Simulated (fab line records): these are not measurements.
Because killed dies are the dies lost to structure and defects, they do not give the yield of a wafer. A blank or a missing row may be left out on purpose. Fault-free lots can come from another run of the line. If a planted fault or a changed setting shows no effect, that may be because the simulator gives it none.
Chamber matching | flow nand_harc | NHARC_A_STAIRCASE_ETCH_169 on rie_diel-04: 4 sister chambers
The step etches the open film in CH3F/O2, target depth 50 nm, time 107.1 s. 14 wafers are shown with their chamber, then 7 later ones without.

## EACH WAFER AND ITS CHAMBER
wafer  | chamber | drypump_motor_current_A (A) | showerhead_plenum_p_Torr (Torr) | rf_vpp_V (V)
L080.2 | 0       | 6.4                         | 2.46                            | 243.9
L080.4 | 1       | 5.9                         | 2.43                            | 244.5
L080.6 | 1       | 5.8                         | 2.43                            | 245.7
L081.1 | 0       | 6.5                         | 2.46                            | 243.9
L081.2 | 2       | 6.7                         | 2.34                            | 243.6
L081.3 | 3       | 5.6                         | 2.33                            | 242.2
L085.1 | 1       | 5.8                         | 2.43                            | 244.4
L085.3 | 3       | 5.6                         | 2.32                            | 242.5
L085.6 | 3       | 5.6                         | 2.32                            | 242.3
L086.1 | 3       | 5.6                         | 2.32                            | 243.7
L086.2 | 2       | 6.7                         | 2.33                            | 243.5
L086.5 | 3       | 5.6                         | 2.32                            | 240.2
L090.1 | 0       | 6.5                         | 2.46                            | 242.9
L090.4 | 1       | 5.8                         | 2.42                            | 243.1

SIGNATURES, as means of the wafers listed above
reading                  | chamber 0 | chamber 1 | chamber 2 | chamber 3 | scatter within a chamber
drypump_motor_current_A  | 6.467     | 5.825     | 6.700     | 5.600     | 0.0376
showerhead_plenum_p_Torr | 2.4600    | 2.4275    | 2.3350    | 2.3220    | 0.00453
rf_vpp_V                 | 243.567   | 244.425   | 243.550   | 242.180   | 1.02
Rule: for each reading, subtract the chamber's mean from the wafer's reading, divide by that reading's scatter and square the result; add these up over the readings and take the root, which gives the wafer's distance from the chamber. The wafer belongs to the nearest chamber; if the next one is less than 2 further off, it can't be placed. The scatter: take each reading less its chamber's mean, square it, sum over the shown wafers, divide by the number of wafers less the number of chambers, and take the root.

## WAFERS WITHOUT THEIR CHAMBER
wafer  | drypump_motor_current_A (A) | showerhead_plenum_p_Torr (Torr) | rf_vpp_V (V)
L090.5 | 5.6                         | 2.32                            | 243.2
L094.1 | 6.6                         | 2.32                            | 240.9
L094.2 | 5.6                         | 2.31                            | 242.6
L094.5 | 5.9                         | 2.42                            | 243.7
L097.1 | 5.6                         | 2.31                            | 245.2
L097.3 | 6.4                         | 2.45                            | 243.3
L097.6 | 6.7                         | 2.32                            | 242.4

## THE CHAMBER EACH PASSED THROUGH
wafer  | from the rows above | in truth
L090.5 | 3                   | 3
L094.1 | 2                   | 2
L094.2 | 3                   | 3
L094.5 | 1                   | 1
L097.1 | 3                   | 3
L097.3 | 0                   | 0
L097.6 | 2                   | 2
Correctly placed: 7 of 7. Not placeable from these rows: 0. 0 placed wrongly.
